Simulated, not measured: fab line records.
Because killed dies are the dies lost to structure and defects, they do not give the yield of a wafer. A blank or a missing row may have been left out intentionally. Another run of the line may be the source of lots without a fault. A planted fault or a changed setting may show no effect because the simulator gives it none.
Matching of chambers | flow nand harc | NHARC_P_ZERO_WELL_DESCUM_39 on rie diel-12 has 4 sister chambers
The step chemistry O2, time 3 s. 20 wafers are shown with their chamber, then 10 later ones without.

## EACH WAFER AND ITS CHAMBER
wafer  | chamber | drypump motor current A (A) | showerhead plenum p Torr (Torr) | oes product au (a.u.)
L175.1 | 1       | 6.3                         | 1.94                            | 1.032
L175.2 | 2       | 5.4                         | 2.00                            | 1.005
L175.6 | 1       | 6.3                         | 1.94                            | 1.034
L177.1 | 3       | 5.1                         | 1.98                            | 0.988
L177.2 | 1       | 6.2                         | 1.94                            | 1.004
L177.4 | 3       | 5.1                         | 1.98                            | 0.987
L179.2 | 0       | 5.9                         | 1.95                            | 1.012
L179.4 | 3       | 5.1                         | 1.98                            | 0.991
L179.6 | 2       | 5.4                         | 2.00                            | 0.997
L180.3 | 3       | 5.1                         | 1.97                            | 0.995
L180.5 | 2       | 5.4                         | 2.00                            | 1.002
L180.6 | 3       | 5.1                         | 1.97                            | 1.000
L183.1 | 0       | 6.0                         | 1.95                            | 1.003
L183.3 | 3       | 5.1                         | 1.97                            | 0.985
L183.5 | 3       | 5.1                         | 1.97                            | 0.988
L184.3 | 3       | 5.1                         | 1.97                            | 0.987
L184.5 | 2       | 5.4                         | 1.99                            | 0.994
L184.6 | 3       | 5.1                         | 1.97                            | 0.997
L185.1 | 0       | 5.9                         | 1.95                            | 0.994
L185.3 | 3       | 5.1                         | 1.97                            | 0.990

SIGNATURES (means of the wafers above)
reading                  | chamber 0 | chamber 1 | chamber 2 | chamber 3 | scatter within a chamber
drypump motor current A  | 5.933     | 6.267     | 5.400     | 5.100     | 0.0289
showerhead plenum p Torr | 1.9500    | 1.9400    | 1.9975    | 1.9730    | 0.00422
oes product au           | 1.00300   | 1.02333   | 0.99950   | 0.99080   | 0.00797
Rule: for a wafer and a chamber, the distance is found by dividing, reading by reading, the gap between the wafer's reading and the chamber's mean by the reading's scatter, squaring, summing and taking the root. If the next closest chamber is less than 2 further off than the closest, the wafer can't be placed; otherwise it belongs to the closest. The scatter is the square root of a quotient: the sum, over the shown wafers, of each reading's squared deviation from its chamber's mean, divided by wafers minus chambers.

## WAFERS MISSING THEIR CHAMBER
wafer  | drypump motor current A (A) | showerhead plenum p Torr (Torr) | oes product au (a.u.)
L185.4 | 5.1                         | 1.97                            | 0.985
L190.3 | 6.3                         | 1.93                            | 1.023
L190.5 | 5.3                         | 1.99                            | 1.001
L190.6 | 6.3                         | 1.93                            | 1.020
L191.2 | 6.2                         | 1.92                            | 1.010
L191.3 | 5.4                         | 1.99                            | 0.999
L191.5 | 6.0                         | 1.94                            | 1.001
L192.3 | 5.1                         | 1.96                            | 0.991
L192.4 | 6.3                         | 1.92                            | 1.017
L192.6 | 5.1                         | 1.96                            | 0.992

## WHICH CHAMBER EACH ONE RAN IN
wafer  | from the rows above | in truth
L185.4 | 3                   | 3
L190.3 | 1                   | 1
L190.5 | 2                   | 2
L190.6 | 1                   | 1
L191.2 | 1                   | 1
L191.3 | 2                   | 2
L191.5 | 0                   | 0
L192.3 | 3                   | 3
L192.4 | 1                   | 1
L192.6 | 3                   | 3
Correct placement for 10 of the 10. Left unplaced by these rows: 0. Placed wrongly: 0.
